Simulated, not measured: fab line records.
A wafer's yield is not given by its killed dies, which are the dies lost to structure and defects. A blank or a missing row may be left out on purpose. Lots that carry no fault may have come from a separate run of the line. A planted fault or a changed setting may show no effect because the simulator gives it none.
Which of the tools did it? ; flow nandHarc ; 12 lots with 36 wafers sampled at 2 steps, on a route of 1302 steps

## WHAT THE GAUGES SHOWED, per wafer
NHARC_A_M1_OVL_MEAS_10: pitch 240 nm.
lot;measured;on;overlayXNm (nm)
L075;day 23 21:38;overlay-02;-0.2 0.0 0.0
L078;day 24 09:47;overlay-01;0.1 0.4 0.1
L079;day 24 15:55;overlay-02;-0.1 0.3 0.4
L081;day 25 11:40;overlay-01;0.8 1.3 1.0
L083;day 27 07:34;overlay-01;-0.6 -0.4 -0.2
L085;day 27 15:39;overlay-02;0.5 0.1 0.5
L087;day 28 16:46;overlay-02;0.4 -0.3 -0.5
L089;day 29 04:39;overlay-01;0.4 0.7 1.0
L091;day 29 23:10;overlay-02;-1.1 -1.3 -1.4
L093;day 30 14:34;overlay-01;-0.3 -0.1 0.1
L096;day 31 07:10;overlay-01;0.8 0.7 0.7
L097;day 32 08:06;overlay-02;0.4 0.8 0.5

## EACH LOT AND THE TOOL THAT RAN IT (in order: tool; ch and the chambers of the sampled wafers; start)
lot;NHARC_A_BLC_STRIP_21
L075;rieDiel-07 ch 0,2,3, day 23 14:55
L078;rieDiel-07 ch 1,2, day 24 02:58
L079;rieDiel-07 ch 1,2,3, day 24 09:10
L081;rieDiel-04 ch 0,2,3, day 25 04:50
L083;rieDiel-07 ch 1,2, day 27 00:38
L085;rieDiel-07 ch 1,2,3, day 27 07:47
L087;rieDiel-07 ch 0,1,2, day 28 10:04
L089;rieDiel-07 ch 2,3, day 28 21:46
L091;rieDiel-07 ch 2,3, day 29 16:00
L093;rieDiel-04 ch 1,2, day 30 07:52
L096;rieDiel-07 ch 0,1,3, day 31 00:06
L097;rieDiel-04 ch 1,2, day 32 00:55
- NHARC_A_BLC_STRIP_21: strips in O2.

## THE ANSWER, worked out from the rows above alone
Rule: usual is defined by the lots themselves. Put in order of their means at a reading, lots are off if they are a third of the lots or fewer, leave a main group of 4 or more, and stand apart from it by a gap of 3 or more times the standard deviation of the main group's means; of several such gaps the widest counts. The tables above print the reading to a certain number of digits; a main group whose means all agree to those digits is not used. Also off: a lot with no number at a reading for which 4 or more lots have one. The other lots that the step has rows for count as sound.
Nothing can be told from this: no lot is off at any reading shown.

## WHAT THE SIMULATOR HAD INSERTED
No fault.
